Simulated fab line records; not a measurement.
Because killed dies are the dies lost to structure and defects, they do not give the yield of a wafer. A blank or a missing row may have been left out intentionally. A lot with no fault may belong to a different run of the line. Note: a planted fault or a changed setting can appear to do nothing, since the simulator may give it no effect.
Which tool did it? :: flow n5-finfet :: Sampling: 24 lots, 72 wafers, 6 of 1938 route steps

== WHAT THE GAUGES READ, wafer by wafer ==
N5_BEOL_M8_INSPECT_58: inspects for defects (darkfield).
lot: L074
measured: day 10 22:09
on: defect-inspect-02
raw-defect-count: 58 69 86

lot: L075
measured: day 11 18:44
on: defect-inspect-01
raw-defect-count: 62 71 72

lot: L078
measured: day 11 23:39
on: defect-inspect-01
raw-defect-count: 108 85 53

lot: L076
measured: day 12 04:19
on: defect-inspect-01
raw-defect-count: 68 36 45

lot: L077
measured: day 12 04:46
on: defect-inspect-02
raw-defect-count: 41 80 90

lot: L079
measured: day 12 12:43
on: defect-inspect-02
raw-defect-count: 56 58 64

lot: L083
measured: day 13 00:50
on: defect-inspect-01
raw-defect-count: 30 67 82

lot: L082
measured: day 13 01:57
on: defect-inspect-01
raw-defect-count: 71 89 94

lot: L080
measured: day 13 09:56
on: defect-inspect-01
raw-defect-count: 93 52 36

lot: L081
measured: day 13 14:40
on: defect-inspect-01
raw-defect-count: 35 43 66

lot: L084
measured: day 13 19:56
on: defect-inspect-01
raw-defect-count: 98 55 52

lot: L085
measured: day 14 03:02
on: defect-inspect-02
raw-defect-count: 54 70 100

lot: L088
measured: day 14 12:02
on: defect-inspect-01
raw-defect-count: 76 80 83

lot: L087
measured: day 14 20:50
on: defect-inspect-02
raw-defect-count: 47 52 52

lot: L089
measured: day 14 22:47
on: defect-inspect-01
raw-defect-count: 63 46 42

lot: L086
measured: day 15 05:52
on: defect-inspect-02
raw-defect-count: 35 27 39

lot: L091
measured: day 15 07:30
on: defect-inspect-02
raw-defect-count: 57 82 93

lot: L093
measured: day 15 22:47
on: defect-inspect-01
raw-defect-count: 68 73 71

lot: L092
measured: day 16 00:48
on: defect-inspect-01
raw-defect-count: 76 55 70

lot: L090
measured: day 16 05:37
on: defect-inspect-02
raw-defect-count: 67 42 48

lot: L094
measured: day 16 13:38
on: defect-inspect-02
raw-defect-count: 44 67 52

lot: L096
measured: day 16 19:11
on: defect-inspect-01
raw-defect-count: 62 37 80

lot: L097
measured: day 17 07:44
on: defect-inspect-01
raw-defect-count: 76 70 84

lot: L095
measured: day 17 11:59
on: defect-inspect-02
raw-defect-count: 52 50 108

N5_BEOL_M10_CD_MEAS_28: target cd 70 nm.
lot: L074
measured: day 11 13:28
on: cd-sem-01
cd-nm (nm): 68.7 68.0 68.4

lot: L075
measured: day 12 05:44
on: cd-sem-02
cd-nm (nm): 68.2 69.9 69.6

lot: L078
measured: day 12 10:04
on: cd-sem-03
cd-nm (nm): 70.1 69.4 69.0

lot: L076
measured: day 12 14:29
on: cd-sem-03
cd-nm (nm): 70.2 70.2 70.3

lot: L077
measured: day 12 18:08
on: cd-sem-03
cd-nm (nm): 69.2 71.1 69.4

lot: L079
measured: day 13 02:58
on: cd-sem-03
cd-nm (nm): 71.8 70.2 69.6

lot: L083
measured: day 13 10:50
on: cd-sem-03
cd-nm (nm): 67.7 70.3 69.7

lot: L082
measured: day 13 13:02
on: cd-sem-03
cd-nm (nm): 69.4 69.7 69.9

lot: L080
measured: day 13 23:44
on: cd-sem-03
cd-nm (nm): 70.0 68.4 69.5

lot: L081
measured: day 14 08:39
on: cd-sem-02
cd-nm (nm): 70.5 71.1 68.1

lot: L084
measured: day 14 11:53
on: cd-sem-02
cd-nm (nm): 70.4 70.9 70.6

lot: L085
measured: day 14 17:19
on: cd-sem-03
cd-nm (nm): 71.4 69.7 68.3

lot: L088
measured: day 15 01:13
on: cd-sem-03
cd-nm (nm): 71.3 70.7 69.3

lot: L087
measured: day 15 08:06
on: cd-sem-02
cd-nm (nm): 68.6 68.9 70.2

lot: L089
measured: day 15 14:45
on: cd-sem-03
cd-nm (nm): 70.9 68.4 69.0

lot: L086
measured: day 15 14:47
on: cd-sem-03
cd-nm (nm): 70.6 71.1 71.3

lot: L091
measured: day 15 17:53
on: cd-sem-03
cd-nm (nm): 70.1 68.4 69.2

lot: L093
measured: day 16 08:10
on: cd-sem-02
cd-nm (nm): 68.9 68.5 69.6

lot: L092
measured: day 16 10:21
on: cd-sem-03
cd-nm (nm): 69.6 69.3 68.5

lot: L090
measured: day 16 23:26
on: cd-sem-01
cd-nm (nm): 67.3 70.1 69.5

lot: L094
measured: day 17 07:30
on: cd-sem-02
cd-nm (nm): 71.1 72.0 70.6

lot: L096
measured: day 17 11:17
on: cd-sem-02
cd-nm (nm): 70.7 70.7 70.4

lot: L097
measured: day 17 22:14
on: cd-sem-03
cd-nm (nm): 71.6 67.4 69.7

lot: L095
measured: day 18 05:26
on: cd-sem-03
cd-nm (nm): 67.1 69.5 69.9

N5_BEOL_M11_CD_MEAS_18: pitch 140 nm, target cd 70 nm.
lot: L074
measured: day 11 18:48
on: cd-sem-03
cd-nm (nm): 69.1 69.3 68.7

lot: L075
measured: day 12 11:19
on: cd-sem-01
cd-nm (nm): 70.8 71.0 70.0

lot: L078
measured: day 12 16:42
on: cd-sem-02
cd-nm (nm): 69.2 70.1 68.6

lot: L076
measured: day 12 20:31
on: cd-sem-02
cd-nm (nm): 70.3 69.2 69.3

lot: L077
measured: day 13 01:17
on: cd-sem-02
cd-nm (nm): 70.8 70.0 69.9

lot: L079
measured: day 13 08:56
on: cd-sem-02
cd-nm (nm): 68.9 69.2 69.2

lot: L083
measured: day 13 16:48
on: cd-sem-03
cd-nm (nm): 68.2 69.2 69.2

lot: L082
measured: day 13 19:19
on: cd-sem-02
cd-nm (nm): 68.7 68.8 68.0

lot: L080
measured: day 14 06:20
on: cd-sem-02
cd-nm (nm): 69.6 70.3 70.1

lot: L081
measured: day 14 14:55
on: cd-sem-03
cd-nm (nm): 71.8 69.1 70.0

lot: L084
measured: day 14 18:05
on: cd-sem-03
cd-nm (nm): 69.3 69.8 69.3

lot: L085
measured: day 14 23:54
on: cd-sem-03
cd-nm (nm): 68.5 69.1 70.1

lot: L088
measured: day 15 10:10
on: cd-sem-02
cd-nm (nm): 67.9 69.7 68.4

lot: L087
measured: day 15 14:01
on: cd-sem-03
cd-nm (nm): 69.7 69.6 69.2

lot: L089
measured: day 15 23:33
on: cd-sem-03
cd-nm (nm): 70.1 69.8 68.6

lot: L086
measured: day 16 00:00
on: cd-sem-03
cd-nm (nm): 70.2 69.3 69.9

lot: L091
measured: day 16 00:08
on: cd-sem-03
cd-nm (nm): 68.4 69.5 68.7

lot: L093
measured: day 16 18:49
on: cd-sem-02
cd-nm (nm): 69.4 69.4 71.3

lot: L092
measured: day 16 19:05
on: cd-sem-01
cd-nm (nm): 68.9 68.8 69.7

lot: L090
measured: day 17 19:07
on: cd-sem-01
cd-nm (nm): 70.7 70.1 70.0

lot: L094
measured: day 17 19:09
on: cd-sem-03
cd-nm (nm): 69.0 71.0 69.7

lot: L096
measured: day 17 22:40
on: cd-sem-03
cd-nm (nm): 69.9 68.4 69.1

lot: L097
measured: day 18 07:01
on: cd-sem-03
cd-nm (nm): 70.2 67.5 69.5

lot: L095
measured: day 18 12:57
on: cd-sem-01
cd-nm (nm): 69.2 69.7 67.9

== EACH LOT AND THE TOOL THAT RAN IT (in order: tool; ch and the chambers of the sampled wafers; start) ==
lot: L074
N5_BEOL_M10_ETCH_65: rie-diel-05 ch 1,2, day 11 13:36
N5_BEOL_M10_STRIP_36: rie-diel-05 ch 1,2, day 11 13:50
N5_BEOL_M10_DEP_56: pecvd-01 ch 0,2, day 11 16:38

lot: L075
N5_BEOL_M10_ETCH_65: rie-diel-05 ch 0,1, day 12 05:51
N5_BEOL_M10_STRIP_36: rie-diel-05 ch 0,1, day 12 06:05
N5_BEOL_M10_DEP_56: pecvd-01 ch 1,2, day 12 08:35

lot: L078
N5_BEOL_M10_ETCH_65: rie-diel-04 ch 1,2, day 12 10:37
N5_BEOL_M10_STRIP_36: rie-diel-04 ch 1,2, day 12 10:58
N5_BEOL_M10_DEP_56: pecvd-01 ch 0,2, day 12 13:58

lot: L076
N5_BEOL_M10_ETCH_65: rie-diel-05 ch 0,1, day 12 14:54
N5_BEOL_M10_STRIP_36: rie-diel-05 ch 0,1, day 12 15:08
N5_BEOL_M10_DEP_56: pecvd-03 ch 1,2, day 12 17:28

lot: L077
N5_BEOL_M10_ETCH_65: rie-diel-05 ch 0,1,3, day 12 18:16
N5_BEOL_M10_STRIP_36: rie-diel-05 ch 0,1,3, day 12 18:30
N5_BEOL_M10_DEP_56: pecvd-01 ch 1,2, day 12 22:07

lot: L079
N5_BEOL_M10_ETCH_65: rie-diel-04 ch 0,1,2, day 13 03:05
N5_BEOL_M10_STRIP_36: rie-diel-04 ch 0,1,2, day 13 03:19
N5_BEOL_M10_DEP_56: pecvd-04 ch 0,1, day 13 06:06

lot: L083
N5_BEOL_M10_ETCH_65: rie-diel-04 ch 0,1,2, day 13 11:05
N5_BEOL_M10_STRIP_36: rie-diel-04 ch 0,1,2, day 13 11:19
N5_BEOL_M10_DEP_56: pecvd-04 ch 0,1, day 13 14:30

lot: L082
N5_BEOL_M10_ETCH_65: rie-diel-01 ch 0,1,2, day 13 13:10
N5_BEOL_M10_STRIP_36: rie-diel-01 ch 0,1,2, day 13 13:24
N5_BEOL_M10_DEP_56: pecvd-03 ch 1,2, day 13 16:30

lot: L080
N5_BEOL_M10_ETCH_65: rie-diel-01 ch 0,1,2, day 13 23:51
N5_BEOL_M10_STRIP_36: rie-diel-01 ch 0,1,2, day 14 00:05
N5_BEOL_M10_DEP_56: pecvd-04 ch 0,2, day 14 02:50

lot: L081
N5_BEOL_M10_ETCH_65: rie-diel-05 ch 0,1,2, day 14 08:46
N5_BEOL_M10_STRIP_36: rie-diel-05 ch 0,1,2, day 14 09:00
N5_BEOL_M10_DEP_56: pecvd-04 ch 1,2, day 14 12:12

lot: L084
N5_BEOL_M10_ETCH_65: rie-diel-05 ch 2,3, day 14 12:19
N5_BEOL_M10_STRIP_36: rie-diel-05 ch 2,3, day 14 12:34
N5_BEOL_M10_DEP_56: pecvd-01 ch 0,1, day 14 15:13

lot: L085
N5_BEOL_M10_ETCH_65: rie-diel-05 ch 0,1,3, day 14 17:27
N5_BEOL_M10_STRIP_36: rie-diel-05 ch 0,1,3, day 14 17:41
N5_BEOL_M10_DEP_56: pecvd-01 ch 1,2, day 14 20:50

lot: L088
N5_BEOL_M10_ETCH_65: rie-diel-01 ch 0,3, day 15 01:22
N5_BEOL_M10_STRIP_36: rie-diel-01 ch 0,3, day 15 01:37
N5_BEOL_M10_DEP_56: pecvd-03 ch 0,1,2, day 15 05:55

lot: L087
N5_BEOL_M10_ETCH_65: rie-diel-05 ch 0,2,3, day 15 08:14
N5_BEOL_M10_STRIP_36: rie-diel-05 ch 0,2,3, day 15 08:28
N5_BEOL_M10_DEP_56: pecvd-04 ch 0,1, day 15 11:11

lot: L089
N5_BEOL_M10_ETCH_65: rie-diel-05 ch 1,2,3, day 15 14:59
N5_BEOL_M10_STRIP_36: rie-diel-05 ch 1,2,3, day 15 15:13
N5_BEOL_M10_DEP_56: pecvd-03 ch 0,1, day 15 19:45

lot: L086
N5_BEOL_M10_ETCH_65: rie-diel-04 ch 1,2,3, day 15 15:21
N5_BEOL_M10_STRIP_36: rie-diel-04 ch 1,2,3, day 15 15:35
N5_BEOL_M10_DEP_56: pecvd-01 ch 0,1, day 15 20:28

lot: L091
N5_BEOL_M10_ETCH_65: rie-diel-04 ch 1,2,3, day 15 18:06
N5_BEOL_M10_STRIP_36: rie-diel-04 ch 1,2,3, day 15 18:20
N5_BEOL_M10_DEP_56: pecvd-04 ch 0,1, day 15 21:12

lot: L093
N5_BEOL_M10_ETCH_65: rie-diel-05 ch 0,2, day 16 08:59
N5_BEOL_M10_STRIP_36: rie-diel-05 ch 0,2, day 16 09:13
N5_BEOL_M10_DEP_56: pecvd-01 ch 0,1,2, day 16 13:05

lot: L092
N5_BEOL_M10_ETCH_65: rie-diel-04 ch 2,3, day 16 10:28
N5_BEOL_M10_STRIP_36: rie-diel-04 ch 2,3, day 16 10:43
N5_BEOL_M10_DEP_56: pecvd-03 ch 0,2, day 16 13:33

lot: L090
N5_BEOL_M10_ETCH_65: rie-diel-04 ch 2,3, day 16 23:34
N5_BEOL_M10_STRIP_36: rie-diel-04 ch 2,3, day 16 23:48
N5_BEOL_M10_DEP_56: pecvd-01 ch 0,1,2, day 17 02:18

lot: L094
N5_BEOL_M10_ETCH_65: rie-diel-01 ch 0,3, day 17 07:37
N5_BEOL_M10_STRIP_36: rie-diel-01 ch 0,3, day 17 07:52
N5_BEOL_M10_DEP_56: pecvd-01 ch 0,1,2, day 17 11:17

lot: L096
N5_BEOL_M10_ETCH_65: rie-diel-05 ch 0,1,3, day 17 11:24
N5_BEOL_M10_STRIP_36: rie-diel-05 ch 0,1,3, day 17 11:38
N5_BEOL_M10_DEP_56: pecvd-03 ch 0,1,2, day 17 17:52

lot: L097
N5_BEOL_M10_ETCH_65: rie-diel-01 ch 1,2,3, day 17 22:22
N5_BEOL_M10_STRIP_36: rie-diel-01 ch 1,2,3, day 17 22:36
N5_BEOL_M10_DEP_56: pecvd-01 ch 0,1,2, day 18 01:28

lot: L095
N5_BEOL_M10_ETCH_65: rie-diel-04 ch 0,2,3, day 18 05:34
N5_BEOL_M10_STRIP_36: rie-diel-04 ch 0,2,3, day 18 05:48
N5_BEOL_M10_DEP_56: pecvd-01 ch 0,1,2, day 18 08:47
- N5_BEOL_M10_ETCH_65: etches SiARC in CF4, target depth 39 nm, time 65 s.
- N5_BEOL_M10_STRIP_36: strips in N2/H2.
- N5_BEOL_M10_DEP_56: deposits SiCN from 3MS/NH3, target thk 15 nm, time 26.5 s.

== AS READ BY THE TOOLS THEMSELVES (means over the sampled wafers that have a number; for cases with no such wafer, the mark the record gives instead) ==
N5_BEOL_M10_ETCH_65.
lot: L074
tool: rie-diel-05
drypump-motor-current-A (A): 5.6
etch-rf-on-time-s (s): 65.6
oes-product-au (a.u.): 0.61
rf-vpp-V (V): 184.6
showerhead-plenum-p-Torr (Torr): 2.17
throttle-valve-pct (%): 15.81

lot: L075
tool: rie-diel-05
drypump-motor-current-A (A): 5.8
etch-rf-on-time-s (s): 63.7
oes-product-au (a.u.): 0.64
rf-vpp-V (V): 184.1
showerhead-plenum-p-Torr (Torr): 2.09
throttle-valve-pct (%): 15.73

lot: L078
tool: rie-diel-04
drypump-motor-current-A (A): 5.8
etch-rf-on-time-s (s): 62.9
oes-product-au (a.u.): 0.69
rf-vpp-V (V): 183.9
showerhead-plenum-p-Torr (Torr): 2.15
throttle-valve-pct (%): 15.91

lot: L076
tool: rie-diel-05
drypump-motor-current-A (A): 5.5
etch-rf-on-time-s (s): 65.3
oes-product-au (a.u.): 0.62
rf-vpp-V (V): 182.7
showerhead-plenum-p-Torr (Torr): 2.05
throttle-valve-pct (%): 15.62

lot: L077
tool: rie-diel-05
drypump-motor-current-A (A): 5.6
etch-rf-on-time-s (s): 63.3
oes-product-au (a.u.): 0.70
rf-vpp-V (V): 184.7
showerhead-plenum-p-Torr (Torr): 2.14
throttle-valve-pct (%): 15.51

lot: L079
tool: rie-diel-04
drypump-motor-current-A (A): 5.9
etch-rf-on-time-s (s): 64.1
oes-product-au (a.u.): 0.66
rf-vpp-V (V): 184.3
showerhead-plenum-p-Torr (Torr): 2.12
throttle-valve-pct (%): 15.70

lot: L083
tool: rie-diel-04
drypump-motor-current-A (A): 5.9
etch-rf-on-time-s (s): 64.9
oes-product-au (a.u.): 0.65
rf-vpp-V (V): 183.8
showerhead-plenum-p-Torr (Torr): 2.12
throttle-valve-pct (%): 15.72

lot: L082
tool: rie-diel-01
drypump-motor-current-A (A): 5.7
etch-rf-on-time-s (s): 65.0
oes-product-au (a.u.): 0.67
rf-vpp-V (V): 184.3
showerhead-plenum-p-Torr (Torr): 2.17
throttle-valve-pct (%): 15.55

lot: L080
tool: rie-diel-01
drypump-motor-current-A (A): 5.8
etch-rf-on-time-s (s): 65.4
oes-product-au (a.u.): 0.67
rf-vpp-V (V): 184.8
showerhead-plenum-p-Torr (Torr): 2.17
throttle-valve-pct (%): 15.56

lot: L081
tool: rie-diel-05
drypump-motor-current-A (A): 5.5
etch-rf-on-time-s (s): 64.7
oes-product-au (a.u.): 0.67
rf-vpp-V (V): 183.4
showerhead-plenum-p-Torr (Torr): 2.11
throttle-valve-pct (%): 15.59

lot: L084
tool: rie-diel-05
drypump-motor-current-A (A): 5.3
etch-rf-on-time-s (s): 63.1
oes-product-au (a.u.): 0.79
rf-vpp-V (V): 185.1
showerhead-plenum-p-Torr (Torr): 2.22
throttle-valve-pct (%): 15.31

lot: L085
tool: rie-diel-05
drypump-motor-current-A (A): 5.5
etch-rf-on-time-s (s): 63.8
oes-product-au (a.u.): 0.68
rf-vpp-V (V): 184.3
showerhead-plenum-p-Torr (Torr): 2.14
throttle-valve-pct (%): 15.54

lot: L088
tool: rie-diel-01
drypump-motor-current-A (A): 5.9
etch-rf-on-time-s (s): 64.1
oes-product-au (a.u.): 0.71
rf-vpp-V (V): 183.8
showerhead-plenum-p-Torr (Torr): 2.13
throttle-valve-pct (%): 15.55

lot: L087
tool: rie-diel-05
drypump-motor-current-A (A): 5.3
etch-rf-on-time-s (s): 64.3
oes-product-au (a.u.): 0.72
rf-vpp-V (V): 184.1
showerhead-plenum-p-Torr (Torr): 2.16
throttle-valve-pct (%): 15.37

lot: L089
tool: rie-diel-05
drypump-motor-current-A (A): 5.6
etch-rf-on-time-s (s): 62.9
oes-product-au (a.u.): 0.73
rf-vpp-V (V): 186.2
showerhead-plenum-p-Torr (Torr): 2.19
throttle-valve-pct (%): 15.49

lot: L086
tool: rie-diel-04
drypump-motor-current-A (A): 5.7
etch-rf-on-time-s (s): 62.7
oes-product-au (a.u.): 0.64
rf-vpp-V (V): 183.5
showerhead-plenum-p-Torr (Torr): 2.09
throttle-valve-pct (%): 15.90

lot: L091
tool: rie-diel-04
drypump-motor-current-A (A): 5.7
etch-rf-on-time-s (s): 62.8
oes-product-au (a.u.): 0.64
rf-vpp-V (V): 182.8
showerhead-plenum-p-Torr (Torr): 2.09
throttle-valve-pct (%): 15.90

lot: L093
tool: rie-diel-05
drypump-motor-current-A (A): 5.2
etch-rf-on-time-s (s): 64.2
oes-product-au (a.u.): 0.77
rf-vpp-V (V): 185.0
showerhead-plenum-p-Torr (Torr): 2.21
throttle-valve-pct (%): 15.30

lot: L092
tool: rie-diel-04
drypump-motor-current-A (A): 5.6
etch-rf-on-time-s (s): 62.5
oes-product-au (a.u.): 0.67
rf-vpp-V (V): 184.3
showerhead-plenum-p-Torr (Torr): 2.13
throttle-valve-pct (%): 15.88

lot: L090
tool: rie-diel-04
drypump-motor-current-A (A): 5.6
etch-rf-on-time-s (s): 61.4
oes-product-au (a.u.): 0.66
rf-vpp-V (V): 184.5
showerhead-plenum-p-Torr (Torr): 2.13
throttle-valve-pct (%): 15.90

lot: L094
tool: rie-diel-01
drypump-motor-current-A (A): 5.8
etch-rf-on-time-s (s): 64.3
oes-product-au (a.u.): 0.70
rf-vpp-V (V): 183.9
showerhead-plenum-p-Torr (Torr): 2.13
throttle-valve-pct (%): 15.58

lot: L096
tool: rie-diel-05
drypump-motor-current-A (A): 5.6
etch-rf-on-time-s (s): 63.7
oes-product-au (a.u.): 0.72
rf-vpp-V (V): 185.1
showerhead-plenum-p-Torr (Torr): 2.22
throttle-valve-pct (%): 15.42

lot: L097
tool: rie-diel-01
drypump-motor-current-A (A): 5.3
etch-rf-on-time-s (s): 66.7
oes-product-au (a.u.): 0.67
rf-vpp-V (V): 183.3
showerhead-plenum-p-Torr (Torr): 2.12
throttle-valve-pct (%): 15.58

lot: L095
tool: rie-diel-04
drypump-motor-current-A (A): 5.6
etch-rf-on-time-s (s): 62.9
oes-product-au (a.u.): 0.64
rf-vpp-V (V): 184.0
showerhead-plenum-p-Torr (Torr): 2.10
throttle-valve-pct (%): 15.69

N5_BEOL_M10_STRIP_36.
lot: L074
tool: rie-diel-05
drypump-motor-current-A (A): 5.6
oes-product-au (a.u.): 0.72
rf-vpp-V (V): 59.1
showerhead-plenum-p-Torr (Torr): 2.54
throttle-valve-pct (%): 23.4

lot: L075
tool: rie-diel-05
drypump-motor-current-A (A): 5.9
oes-product-au (a.u.): 0.75
rf-vpp-V (V): 60.1
showerhead-plenum-p-Torr (Torr): 2.47
throttle-valve-pct (%): 23.8

lot: L078
tool: rie-diel-04
drypump-motor-current-A (A): 5.8
oes-product-au (a.u.): 0.81
rf-vpp-V (V): 60.0
showerhead-plenum-p-Torr (Torr): 2.52
throttle-valve-pct (%): 23.7

lot: L076
tool: rie-diel-05
drypump-motor-current-A (A): 5.5
oes-product-au (a.u.): 0.72
rf-vpp-V (V): 58.6
showerhead-plenum-p-Torr (Torr): 2.44
throttle-valve-pct (%): 23.8

lot: L077
tool: rie-diel-05
drypump-motor-current-A (A): 5.6
oes-product-au (a.u.): 0.82
rf-vpp-V (V): 57.8
showerhead-plenum-p-Torr (Torr): 2.53
throttle-valve-pct (%): 23.5

lot: L079
tool: rie-diel-04
drypump-motor-current-A (A): 5.9
oes-product-au (a.u.): 0.77
rf-vpp-V (V): 59.4
showerhead-plenum-p-Torr (Torr): 2.51
throttle-valve-pct (%): 23.6

lot: L083
tool: rie-diel-04
drypump-motor-current-A (A): 5.8
oes-product-au (a.u.): 0.75
rf-vpp-V (V): 56.8
showerhead-plenum-p-Torr (Torr): 2.51
throttle-valve-pct (%): 23.7

lot: L082
tool: rie-diel-01
drypump-motor-current-A (A): 5.8
oes-product-au (a.u.): 0.79
rf-vpp-V (V): 57.3
showerhead-plenum-p-Torr (Torr): 2.59
throttle-valve-pct (%): 23.7

lot: L080
tool: rie-diel-01
drypump-motor-current-A (A): 5.8
oes-product-au (a.u.): 0.78
rf-vpp-V (V): 58.4
showerhead-plenum-p-Torr (Torr): 2.59
throttle-valve-pct (%): 23.7

lot: L081
tool: rie-diel-05
drypump-motor-current-A (A): 5.5
oes-product-au (a.u.): 0.79
rf-vpp-V (V): 59.8
showerhead-plenum-p-Torr (Torr): 2.48
throttle-valve-pct (%): 23.6

lot: L084
tool: rie-diel-05
drypump-motor-current-A (A): 5.4
oes-product-au (a.u.): 0.92
rf-vpp-V (V): 60.4
showerhead-plenum-p-Torr (Torr): 2.59
throttle-valve-pct (%): 22.9

lot: L085
tool: rie-diel-05
drypump-motor-current-A (A): 5.6
oes-product-au (a.u.): 0.78
rf-vpp-V (V): 58.8
showerhead-plenum-p-Torr (Torr): 2.52
throttle-valve-pct (%): 23.5

lot: L088
tool: rie-diel-01
drypump-motor-current-A (A): 5.9
oes-product-au (a.u.): 0.83
rf-vpp-V (V): 58.9
showerhead-plenum-p-Torr (Torr): 2.51
throttle-valve-pct (%): 23.3

lot: L087
tool: rie-diel-05
drypump-motor-current-A (A): 5.3
oes-product-au (a.u.): 0.83
rf-vpp-V (V): 59.9
showerhead-plenum-p-Torr (Torr): 2.54
throttle-valve-pct (%): 23.2

lot: L089
tool: rie-diel-05
drypump-motor-current-A (A): 5.6
oes-product-au (a.u.): 0.85
rf-vpp-V (V): 58.6
showerhead-plenum-p-Torr (Torr): 2.57
throttle-valve-pct (%): 23.2

lot: L086
tool: rie-diel-04
drypump-motor-current-A (A): 5.7
oes-product-au (a.u.): 0.74
rf-vpp-V (V): 58.5
showerhead-plenum-p-Torr (Torr): 2.45
throttle-valve-pct (%): 23.7

lot: L091
tool: rie-diel-04
drypump-motor-current-A (A): 5.7
oes-product-au (a.u.): 0.73
rf-vpp-V (V): 59.5
showerhead-plenum-p-Torr (Torr): 2.45
throttle-valve-pct (%): 23.7

lot: L093
tool: rie-diel-05
drypump-motor-current-A (A): 5.2
oes-product-au (a.u.): 0.92
rf-vpp-V (V): 58.1
showerhead-plenum-p-Torr (Torr): 2.60
throttle-valve-pct (%): 23.2

lot: L092
tool: rie-diel-04
drypump-motor-current-A (A): 5.6
oes-product-au (a.u.): 0.77
rf-vpp-V (V): 59.9
showerhead-plenum-p-Torr (Torr): 2.50
throttle-valve-pct (%): 23.6

lot: L090
tool: rie-diel-04
drypump-motor-current-A (A): 5.6
oes-product-au (a.u.): 0.77
rf-vpp-V (V): 58.4
showerhead-plenum-p-Torr (Torr): 2.50
throttle-valve-pct (%): 23.6

lot: L094
tool: rie-diel-01
drypump-motor-current-A (A): 5.8
oes-product-au (a.u.): 0.81
rf-vpp-V (V): 59.0
showerhead-plenum-p-Torr (Torr): 2.50
throttle-valve-pct (%): 23.3

lot: L096
tool: rie-diel-05
drypump-motor-current-A (A): 5.6
oes-product-au (a.u.): 0.84
rf-vpp-V (V): 58.7
showerhead-plenum-p-Torr (Torr): 2.62
throttle-valve-pct (%): 23.5

lot: L097
tool: rie-diel-01
drypump-motor-current-A (A): 5.3
oes-product-au (a.u.): 0.79
rf-vpp-V (V): 58.5
showerhead-plenum-p-Torr (Torr): 2.51
throttle-valve-pct (%): 23.7

lot: L095
tool: rie-diel-04
drypump-motor-current-A (A): 5.6
oes-product-au (a.u.): 0.74
rf-vpp-V (V): 58.9
showerhead-plenum-p-Torr (Torr): 2.49
throttle-valve-pct (%): 23.6

N5_BEOL_M10_DEP_56.
lot: L074
tool: pecvd-01
showerhead-plenum-p-Torr (Torr): 3.663
throttle-valve-pct (%): 9.2

lot: L075
tool: pecvd-01
showerhead-plenum-p-Torr (Torr): 3.664
throttle-valve-pct (%): 9.1

lot: L078
tool: pecvd-01
showerhead-plenum-p-Torr (Torr): 3.658
throttle-valve-pct (%): 9.2

lot: L076
tool: pecvd-03
showerhead-plenum-p-Torr (Torr): 3.648
throttle-valve-pct (%): 9.0

lot: L077
tool: pecvd-01
showerhead-plenum-p-Torr (Torr): 3.666
throttle-valve-pct (%): 8.8

lot: L079
tool: pecvd-04
showerhead-plenum-p-Torr (Torr): 3.683
throttle-valve-pct (%): 10.1

lot: L083
tool: pecvd-04
showerhead-plenum-p-Torr (Torr): 3.683
throttle-valve-pct (%): 9.9

lot: L082
tool: pecvd-03
showerhead-plenum-p-Torr (Torr): 3.661
throttle-valve-pct (%): 8.8

lot: L080
tool: pecvd-04
showerhead-plenum-p-Torr (Torr): 3.658
throttle-valve-pct (%): 9.1

lot: L081
tool: pecvd-04
showerhead-plenum-p-Torr (Torr): 3.661
throttle-valve-pct (%): 10.4

lot: L084
tool: pecvd-01
showerhead-plenum-p-Torr (Torr): 3.663
throttle-valve-pct (%): 9.3

lot: L085
tool: pecvd-01
showerhead-plenum-p-Torr (Torr): 3.666
throttle-valve-pct (%): 9.1

lot: L088
tool: pecvd-03
showerhead-plenum-p-Torr (Torr): 3.672
throttle-valve-pct (%): 9.4

lot: L087
tool: pecvd-04
showerhead-plenum-p-Torr (Torr): 3.681
throttle-valve-pct (%): 10.4

lot: L089
tool: pecvd-03
showerhead-plenum-p-Torr (Torr): 3.683
throttle-valve-pct (%): 10.0

lot: L086
tool: pecvd-01
showerhead-plenum-p-Torr (Torr): 3.662
throttle-valve-pct (%): 9.3

lot: L091
tool: pecvd-04
showerhead-plenum-p-Torr (Torr): 3.672
throttle-valve-pct (%): 10.6

lot: L093
tool: pecvd-01
showerhead-plenum-p-Torr (Torr): 3.663
throttle-valve-pct (%): 8.9

lot: L092
tool: pecvd-03
showerhead-plenum-p-Torr (Torr): 3.663
throttle-valve-pct (%): 9.5

lot: L090
tool: pecvd-01
showerhead-plenum-p-Torr (Torr): 3.657
throttle-valve-pct (%): 9.1

lot: L094
tool: pecvd-01
showerhead-plenum-p-Torr (Torr): 3.661
throttle-valve-pct (%): 9.1

lot: L096
tool: pecvd-03
showerhead-plenum-p-Torr (Torr): 3.667
throttle-valve-pct (%): 9.3

lot: L097
tool: pecvd-01
showerhead-plenum-p-Torr (Torr): 3.663
throttle-valve-pct (%): 9.2

lot: L095
tool: pecvd-01
showerhead-plenum-p-Torr (Torr): 3.668
throttle-valve-pct (%): 9.1

== THE ANSWER, worked out from the rows above alone ==
Rule: the usual values come from the lots themselves. The widest of any qualifying gaps counts: lots, ordered by their means at a reading, are off when they make up no more than a third of the lots, leave a main group of 4 or more, and stand apart from it by 3 or more times the standard deviation of that group's means. If all means in a main group match to the digits the tables above print for the reading, that group is not used. A lot without any number at a reading at which 4 lots or more have one is off too. All remaining lots with rows at the step are treated as sound. After the gauges, taken in route order, come the tools' own readings; for these a lot's mean is taken, as printed above. At the first step where some lot is off, the reading lying furthest off is the one used; lots without a number count as furthest.
No lot is off at any reading shown: from this, nothing can be told.

== WHAT HAD BEEN PUT IN BY THE SIMULATOR ==
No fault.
